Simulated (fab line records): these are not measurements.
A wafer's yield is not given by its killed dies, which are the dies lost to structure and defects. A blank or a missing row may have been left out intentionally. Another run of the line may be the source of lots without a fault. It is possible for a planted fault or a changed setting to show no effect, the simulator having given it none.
Split-lot trial    flow n5 finfet    on a route of 1938 steps: 7 lots, 21 wafers read

THE SPLIT
At N5_MOL_CONTACT_COAG_CONTACT_ETCH_14 (etches SiO2 in C4F6/O2, target depth 27.5 nm, overetch 8.5 nm, time 20 s), the setting source w was moved away from the recipe's 370 W on 8 of the 21 wafers read, by -13.3% to +9.7%. All remaining wafers had this setting at the recipe value.

Reading taken at the split's own step.

THE READING
rf vpp V, in V, at N5_MOL_CONTACT_COAG_CONTACT_ETCH_14 (etches SiO2 in C4F6/O2, target depth 27.5 nm, overetch 8.5 nm, time 20 s). On this fab line, fault-free wafers typically give 693 V with a standard deviation of 3.1 V.

wafer   tool, chamber at the split  source w as run, W  against the recipe  rf vpp V, V  against lot-mates on the recipe
L074.1  rie diel-03, 3              370                 recipe              695          -
L074.3  rie diel-03, 2              370                 recipe              686          -
L074.4  rie diel-03, 0              404.1               +9.2%               676          -14
L076.1  rie diel-05, 1              370                 recipe              696          -
L076.2  rie diel-05, 2              370                 recipe              694          -
L076.5  rie diel-05, 0              370                 recipe              697          -
L077.1  rie diel-03, 0              398                 +7.6%               680          -13
L077.4  rie diel-03, 3              370                 recipe              693          -
L077.5  rie diel-03, 3              398                 +7.6%               682          -11
L079.2  rie diel-05, 2              405.8               +9.7%               678          -18
L079.3  rie diel-05, 0              405.8               +9.7%               678          -18
L079.6  rie diel-05, 1              370                 recipe              696          -
L084.1  rie diel-06, 3              370                 recipe              692          -
L084.3  rie diel-06, 2              370                 recipe              693          -
L084.4  rie diel-06, 0              370                 recipe              689          -
L090.1  rie diel-06, 3              370                 recipe              694          -
L090.2  rie diel-06, 0              370                 recipe              688          -
L090.6  rie diel-06, 2              335.1               -9.4%               712          +21
L091.1  rie diel-05, 0              320.7               -13.3%              728          +31
L091.3  rie diel-05, 2              320.7               -13.3%              727          +30
L091.6  rie diel-05, 0              370                 recipe              697          -

FIT RESULTS
A straight line over all 21 wafers: rf vpp V changes by -2.09 V for each +1% of source w; r = -0.96; the points scatter about the line by 3.8 V.
The same after taking each lot's own level away (the mean of its wafers on the recipe; 21 wafers): -2.03 V for each +1%; r = -0.98; scatter 2.5 V.
That fit puts the effect of the largest move of source w on the reading at 27 V.
The lots' own levels span 690.5 to 697.0 V, that is 2.1 times the standard deviation above.
Consequently the slope shifts little with the lot-to-lot level, the two slopes agreeing.
Check: for one of the wafers moved furthest among these (-13.3%), held out of the fit, the line's prediction against its lot-mates is +27 V. Against them it came out at +31 V.
Tool readings at the split's step, against how far the setting was moved: rf vpp V r = -0.96.

FURTHER SPLITS ON THESE WAFERS
These wafers also went through other splits before the reading. Each is held against what the fit with the lots' levels taken away leaves over:
other split on the same wafers        wafers away from the commonest value  r with rf vpp V (lot level and that fit taken away)
N5_SD_EPI_N_EPI_21 epi growth time s  6                                     +0.16
N5_ILD0_CMP_12 down force psi         9                                     +0.07
N5_SDB_COAT_03 spin rpm               8                                     +0.00
N5_HKMG_FIN_ETCH_55 time s            6                                     +0.08
N5_HKMG_FIN_ETCH_58 source w          9                                     +0.03
N5_HKMG_FIN_PEB_10 peb time s         8                                     +0.17
N5_HKMG_FIN_ETCH_35 bias w            7                                     +0.21

THE FILE'S OWN FIT
rf vpp V changes by -2 V for each +1% of source w, r = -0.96.
